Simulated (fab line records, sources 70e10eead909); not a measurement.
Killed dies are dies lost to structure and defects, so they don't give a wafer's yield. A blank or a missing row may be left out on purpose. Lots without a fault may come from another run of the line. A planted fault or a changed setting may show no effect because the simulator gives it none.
fab line records | flow nand_harc
record lots=11 wafers=33 last_day=32
route steps=1302 shown P_STI@94 A_BONDPAD@1227 HYBRID_BOND@1242 THIN_TSV@1270 END@1301
lots that met no fault: from a run of the same line without faults
start_h: hours from the record's first day to the start of the lot's first wafer shown | wait_h: hours since the lot's step before | " the same as in the row above | L1.1+2: a row that stands for several wafers | - no value, or no start given | * or withheld: withheld | < > ~ a bound
route shown NAME@n: a module of which the file shows steps, and the number in the route of the first | usual: mean/standard deviation of fault-free wafers | same: alike in all rows | chamber/n: place in a boat | sites: the reading at each site | _std_site: their standard deviation | _edge_site: outer sites' mean less inner sites' | radius_mm: how far each site lies from the wafer's centre | mask NAME#n: copy n | behind: the tool/chamber that last shaped the wafer | hold: why the lot was held/for how many hours/how that ended | device: the transistor (n, p or np) that didn't switch | end of line: the same wafers' tests at the end of the route | a step without rows: its recipe alone | killed: dies lost to structure and defects at the first sort, not the wafer's yield | map: a wafer's dies, x killed, . not, _ none there
set.NAME: the setting as run; set.NAME@STEP: as run at that earlier step | model.NAME: the simulator's own value behind a step, which no gauge read
steps of the route over a sample of lots; a table a step, a row a wafer
services: from which hour (start_h, from the record's first day; less than 0 if before it) a tool's chamber was out of use, for how many hours, and why
## steps
# step NHARC_P_STI_PRECLEAN_32
# recipe time_s=* temp_c=50 bath_age_min=0 chemistry=SC1
# usual temp_c=50.00/0.11
# columns lot.wafer tool chamber start_h wait_h temp_c
L773.1 wet_bench-05 3 47.64 - 50.19
L773.4 " 6 " " 50.03
L773.6 " 7 " " 49.88
L774.2 wet_bench-09 6 57.96 - 49.82
L774.6 " 2 " " 50.04
L774.5 " 3 " " 50.03
L775.5 wet_bench-09 0 68.39 - 50.22
L775.6 " 4 " " 50.01
L775.2 " 5 " " 50.11
L776.2 wet_bench-05 7 75.84 - 49.96
L776.4 " 2 " " 49.81
L776.6 " 3 " " 50.00
L777.6 wet_bench-09 6 84.85 - 50.04
L777.3 " 7 " " 50.10
L777.4 " 0 " " 49.90
L778.1 wet_bench-09 3 94.28 - 50.08
L778.3 " 4 " " 49.96
L778.2 " 0 " " 49.79
L783.6 wet_bench-09 0 145.70 - 49.98
L783.3 " 1 " " 50.03
L783.1 " 2 " " 49.85
L784.1 wet_bench-07 3 156.46 - 50.10
L784.4 " 6 " " 49.96
L784.2 " 7 " " 49.94
L788.3 wet_bench-09 4 195.64 - 50.20
L788.1 " 5 " " 50.01
L788.6 " 7 " " 50.01
L790.1 wet_bench-09 0 210.07 - 49.81
L790.3 " 3 " " 50.01
L790.2 " 5 " " 49.97
L793.3 wet_bench-09 7 253.20 - 50.16
L793.4 " 0 " " 50.16
L793.1 " 1 " " 50.13
# step NHARC_A_BONDPAD_PVD_17
# recipe target_thk_a=50 bias_v=168.6 power_w=15000 chamber_pressure_pa=0.12 time_s=8.06 substrate_temp_c=50 material=TaN
# usual throttle_valve_pct=29.6/1
# columns lot.wafer tool chamber start_h wait_h throttle_valve_pct
L775.2 pvd_sputter-02 - - - 29.6
L775.6 " - " " 28.0
L775.5 " - " " 29.9
L773.4 pvd_sputter-03 - - - 29.6
L773.1 " - " " 29.1
L773.6 " - " " 29.3
L774.2 pvd_sputter-03 - - - 29.1
L774.6 " - " " 30.9
L774.5 " - " " 29.1
L776.4 pvd_sputter-02 - - - 28.2
L776.2 " - " " 29.7
L776.6 " - " " 28.1
L777.4 pvd_sputter-02 - - - 28.5
L777.3 " - " " 29.7
L777.6 " - " " 29.8
L778.3 pvd_sputter-02 - - - 29.9
L778.1 " - " " 29.6
L778.2 " - " " 28.4
L783.3 pvd_sputter-03 - - - 29.4
L783.1 " - " " 30.7
L783.6 " - " " 29.3
L784.2 pvd_sputter-02 - - - 29.7
L784.1 " - " " 28.4
L784.4 " - " " 29.6
L788.3 pvd_sputter-01 - - - 31.5
L788.1 " - " " 30.1
L788.6 " - " " 29.7
L790.3 pvd_sputter-02 - - - 28.4
L790.2 " - " " 29.5
L790.1 " - " " 28.1
L793.4 pvd_sputter-02 - - - 29.9
L793.3 " - " " 28.4
L793.1 " - " " 29.6
# step NHARC_HYBRID_BOND_OVL_MEAS_05
# usual overlay_x_nm=-1/34 overlay_y_nm=1/33
# columns lot.wafer tool chamber start_h wait_h overlay_x_nm overlay_y_nm
L773.1 overlay-02 - 558.30 0.4 9 29
L773.4 " - " " 6 12
L773.6 " - " " -37 11
L775.2 overlay-01 - 558.30 0.4 -30 -29
L775.5 " - " " -39 6
L775.6 " - " " -2 31
L774.2 overlay-02 - 565.49 0.4 8 -17
L774.5 " - " " -21 -21
L774.6 " - " " 1 -49
L776.2 overlay-01 - 583.36 0.4 46 20
L776.4 " - " " 44 -63
L776.6 " - " " 34 -36
L777.3 overlay-02 - 583.36 0.4 -47 91
L777.4 " - " " -15 20
L777.6 " - " " -22 19
L778.1 overlay-02 - 590.13 0.4 3 21
L778.2 " - " " -40 -27
L778.3 " - " " -24 47
L783.1 overlay-02 - 650.05 0.4 -12 28
L783.3 " - " " 28 -12
L783.6 " - " " 24 23
L784.1 overlay-02 - 660.37 0.4 16 -62
L784.2 " - " " 22 -60
L784.4 " - " " 70 36
L788.1 overlay-02 - 691.10 0.4 -9 -31
L788.3 " - " " -93 -50
L788.6 " - " " -34 -11
L790.1 overlay-02 - 738.46 0.4 37 -9
L790.2 " - " " -3 -20
L790.3 " - " " 6 -37
L793.1 overlay-02 - 753.16 0.4 3 -6
L793.3 " - " " 3 29
L793.4 " - " " -6 62
# step NHARC_THIN_TSV_DEGAS_49
# recipe temp_c=300 time_s=120
# usual heater_power_w=484/54
# columns lot.wafer tool chamber start_h wait_h heater_power_w
L773.1 pvd_sputter-03 - 563.93 0.2 520
L773.4 " - " " 459
L773.6 " - " " 529
L775.2 pvd_sputter-02 - 564.89 0.1 491
L775.6 " - " " 495
L775.5 " - " " 554
L774.2 pvd_sputter-01 - 570.92 0.2 451
L774.6 " - " " 473
L774.5 " - " " 510
L777.3 pvd_sputter-03 - 589.09 0.1 468
L777.4 " - " " 550
L777.6 " - " " 478
L776.4 pvd_sputter-02 - 590.08 0.1 471
L776.2 " - " " 573
L776.6 " - " " 467
L778.3 pvd_sputter-01 - 595.68 0.1 502
L778.2 " - " " 432
L778.1 " - " " 452
L783.1 pvd_sputter-02 - 655.64 0.2 528
L783.3 " - " " 485
L783.6 " - " " 561
L784.4 pvd_sputter-01 - 666.08 0.1 450
L784.1 " - " " 520
L784.2 " - " " 432
L788.3 pvd_sputter-02 - 696.70 0.1 551
L788.1 " - " " 502
L788.6 " - " " 565
L790.2 pvd_sputter-01 - 749.43 0.1 527
L790.1 " - " " 378
L790.3 " - " " 432
L793.3 pvd_sputter-03 - 759.87 0.1 456
L793.1 " - " " 432
L793.4 " - " " 444
# step NHARC_END_WLT_00
# usual VT_DECK1_BOTTOM=0.869/0.0089 VT_DECK1_BOTTOM_INNER=0.869/0.0087 VT_DECK1_MEDIAN_NEAR_BOTTOM=0.870/0.0093 VT_DECK1_MEDIAN_NEAR_BOTTOM_INNER=0.870/0.009 VT_DECK1_MIDDLE=0.882/0.0074 VT_DECK1_MIDDLE_INNER=0.882/0.0085 VT_DECK1_TOP=0.894/0.0074 VT_DECK1_TOP_INNER=0.894/0.0081 VT_DECK2_BOTTOM=0.871/0.0074 VT_DECK2_BOTTOM_INNER=0.871/0.0078 VT_DECK2_MEDIAN_NEAR_BOTTOM=0.873/0.0067 VT_DECK2_MEDIAN_NEAR_BOTTOM_INNER=0.873/0.0073 VT_DECK2_MIDDLE=0.884/0.0063 VT_DECK2_MIDDLE_INNER=0.884/0.0061 VT_DECK2_TOP=0.895/0.0061 VT_DECK2_TOP_INNER=0.895/0.006
# columns lot.wafer tool chamber start_h wait_h VT_DECK1_BOTTOM VT_DECK1_BOTTOM_INNER VT_DECK1_MEDIAN_NEAR_BOTTOM VT_DECK1_MEDIAN_NEAR_BOTTOM_INNER VT_DECK1_MIDDLE VT_DECK1_MIDDLE_INNER VT_DECK1_TOP VT_DECK1_TOP_INNER VT_DECK2_BOTTOM VT_DECK2_BOTTOM_INNER VT_DECK2_MEDIAN_NEAR_BOTTOM VT_DECK2_MEDIAN_NEAR_BOTTOM_INNER VT_DECK2_MIDDLE VT_DECK2_MIDDLE_INNER VT_DECK2_TOP VT_DECK2_TOP_INNER
L775.2 prober-01 - 579.72 0.5 0.861 0.856 0.850 0.848 0.862 0.866 0.872 0.876 0.870 0.872 0.864 0.866 0.880 0.873 0.892 0.892
L775.5 " - 581.22 2.0 0.857 0.853 0.856 0.856 0.866 0.866 0.877 0.873 0.877 0.868 0.868 0.869 0.881 0.877 0.893 0.892
L775.6 " - " " 0.843 0.849 0.848 0.854 0.867 0.865 0.881 0.875 0.881 0.867 0.882 0.885 0.888 0.890 0.897 0.897
L774.2 prober-02 - 579.73 0.5 0.862 0.865 0.862 0.861 0.874 0.881 0.891 0.889 0.874 0.874 0.872 0.882 0.886 0.882 0.902 0.898
L774.5 " - 581.24 2.1 0.858 0.862 0.849 0.850 0.876 0.873 0.884 0.887 0.884 0.886 0.884 0.875 0.890 0.891 0.897 0.902
L774.6 " - " " 0.860 0.863 0.855 0.853 0.877 0.880 0.890 0.892 0.866 0.872 0.868 0.874 0.891 0.888 0.903 0.898
L773.1 prober-01 - 587.02 7.9 0.880 0.885 0.885 0.881 0.892 0.895 0.907 0.908 0.882 0.889 0.880 0.890 0.883 0.887 0.908 0.901
L773.4 " - 588.51 9.3 0.888 0.882 0.881 0.892 0.898 0.894 0.906 0.916 0.887 0.885 0.880 0.888 0.893 0.900 0.898 0.894
L773.6 " - " " 0.886 0.887 0.892 0.892 0.886 0.897 0.907 0.899 0.884 0.872 0.872 0.881 0.886 0.879 0.897 0.897
L776.2 prober-02 - 598.65 0.6 0.868 0.868 0.871 0.869 0.872 0.881 0.893 0.884 0.881 0.868 0.874 0.882 0.881 0.888 0.889 0.897
L776.4 " - " " 0.866 0.873 0.867 0.871 0.875 0.890 0.892 0.893 0.871 0.874 0.875 0.874 0.886 0.885 0.891 0.893
L776.6 " - " " 0.866 0.863 0.869 0.868 0.884 0.886 0.892 0.890 0.872 0.866 0.872 0.874 0.886 0.886 0.898 0.890
L777.3 prober-01 - 599.13 1.0 0.862 0.860 0.865 0.859 0.874 0.867 0.887 0.887 0.865 0.869 0.863 0.863 0.882 0.881 0.893 0.898
L777.4 " - " " 0.871 0.860 0.868 0.873 0.872 0.885 0.886 0.891 0.871 0.867 0.872 0.871 0.883 0.873 0.893 0.885
L777.6 " - " " 0.865 0.868 0.871 0.871 0.877 0.882 0.895 0.888 0.873 0.865 0.865 0.869 0.880 0.872 0.894 0.885
L778.1 prober-01 - 605.89 0.6 0.882 0.872 0.878 0.877 0.887 0.885 0.900 0.906 0.877 0.884 0.879 0.882 0.894 0.900 0.905 0.909
L778.2 " - " " 0.879 0.877 0.886 0.875 0.893 0.903 0.894 0.895 0.876 0.877 0.877 0.878 0.890 0.887 0.903 0.912
L778.3 " - " " 0.871 0.877 0.880 0.874 0.894 0.885 0.897 0.888 0.882 0.883 0.873 0.880 0.894 0.893 0.903 0.913
L783.1 prober-02 - 666.58 0.1 0.865 0.864 0.872 0.868 0.879 0.885 0.898 0.891 0.872 0.873 0.875 0.878 0.882 0.877 0.898 0.902
L783.3 " - 667.58 1.1 0.861 0.867 0.864 0.861 0.884 0.878 0.898 0.896 0.873 0.871 0.871 0.869 0.884 0.879 0.893 0.901
L783.6 " - 669.08 2.6 0.876 0.876 0.874 0.875 0.886 0.887 0.894 0.897 0.882 0.885 0.877 0.879 0.889 0.889 0.900 0.900
L784.1 prober-01 - 676.28 0.0 0.880 0.879 0.882 0.878 0.887 0.886 0.899 0.902 0.872 0.884 0.888 0.877 0.889 0.886 0.900 0.892
L784.2 " - " " 0.873 0.866 0.877 0.874 0.887 0.879 0.891 0.905 0.877 0.867 0.877 0.862 0.878 0.886 0.895 0.891
L784.4 " - 677.78 1.5 0.869 0.872 0.880 0.877 0.886 0.890 0.896 0.905 0.864 0.873 0.871 0.865 0.887 0.896 0.897 0.897
L788.1 prober-02 - 706.59 0.1 0.949 0.930 0.943 0.939 0.939 0.946 0.954 0.948 0.933 0.930 0.932 0.935 0.940 0.944 0.958 0.958
L788.3 " - 707.59 1.1 0.934 0.930 0.924 0.938 0.944 0.943 0.951 0.958 0.925 0.939 0.928 0.926 0.953 0.947 0.951 0.963
L788.6 " - 709.09 2.6 0.936 0.943 0.931 0.935 0.948 0.947 0.954 0.958 0.924 0.925 0.927 0.929 0.940 0.946 0.959 0.952
L790.1 prober-01 - 758.48 0.0 0.925 0.921 0.927 0.922 0.932 0.937 0.946 0.942 0.941 0.941 0.932 0.940 0.962 0.947 0.960 0.953
L790.2 " - " " 0.924 0.924 0.929 0.923 0.942 0.938 0.944 0.935 0.946 0.936 0.941 0.948 0.953 0.949 0.948 0.966
L790.3 " - " " 0.913 0.912 0.905 0.911 0.930 0.921 0.947 0.941 0.933 0.931 0.930 0.939 0.949 0.952 0.964 0.964
L793.1 prober-02 - 769.38 0.3 0.927 0.919 0.930 0.924 0.948 0.940 0.960 0.953 0.930 0.926 0.921 0.924 0.934 0.940 0.942 0.947
L793.3 " - 770.38 1.3 0.908 0.918 0.930 0.921 0.936 0.936 0.957 0.952 0.920 0.922 0.926 0.925 0.935 0.937 0.947 0.944
L793.4 " - " " 0.929 0.930 0.922 0.933 0.943 0.939 0.957 0.960 0.922 0.924 0.921 0.927 0.942 0.937 0.951 0.945
## services
# columns tool chamber start_h hours kind
pvd_sputter-01 - 48.00 10.0 pm
pvd_sputter-01 - 66.04 24.0 repair
pvd_sputter-02 - 104.00 10.0 pm
wet_bench-09 - 127.66 5.8 repair
pvd_sputter-03 - 143.54 5.3 repair
pvd_sputter-03 - 170.03 10.0 pm
wet_bench-09 - 176.80 8.0 pm
pvd_sputter-03 - 223.56 3.3 repair
pvd_sputter-02 - 282.00 10.0 pm
pvd_sputter-02 - 320.24 2.9 repair
pvd_sputter-03 - 348.03 10.0 pm
wet_bench-09 - 352.80 8.0 pm
pvd_sputter-03 - 363.26 1.7 repair
pvd_sputter-03 - 425.40 0.6 repair
pvd_sputter-02 - 460.00 10.0 pm
pvd_sputter-03 - 526.03 10.0 pm
wet_bench-09 - 528.80 8.0 pm
pvd_sputter-02 - 549.35 4.2 repair
pvd_sputter-03 - 556.62 3.0 repair
pvd_sputter-02 - 566.96 0.5 repair
pvd_sputter-02 - 601.48 8.7 repair
pvd_sputter-02 - 638.00 10.0 pm
pvd_sputter-03 - 704.03 10.0 pm
wet_bench-09 - 704.80 8.0 pm
## key
first_sign step=NHARC_END_WLT_00 reading=VT_DECK2_MIDDLE_INNER direction=up sigmas=9.9 usual=0.884 struck=0.944
effect step=NHARC_END_WLT_00 reading=VT_DECK2_TOP_INNER direction=up sigmas=9.9 usual=0.895 struck=0.955
met_at NHARC_P_STI_PRECLEAN_32
struck_lots L788,L790,L793
tester_left_out L788,L790,L793
not_acting_at NHARC_A_BONDPAD_PVD_17,NHARC_HYBRID_BOND_OVL_MEAS_05,NHARC_THIN_TSV_DEGAS_49
onset_between 145.70 195.64
also_fits time
fault kind=metallic_contamination_source tool=wet_bench-09 chamber=- onset_h=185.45 steps=NHARC_P_STI_PRECLEAN_32 rate_cm2_per_visit=1.0725e+12 species=metal_fe_cm2
# tester_left_out: of these lots the tester's yield and bins aren't shown, on N5 and GAA mostly nor the transistor test; their killed dies are dies lost to structure and defects alone, not to doping, threshold or leakage, so they don't give the yield
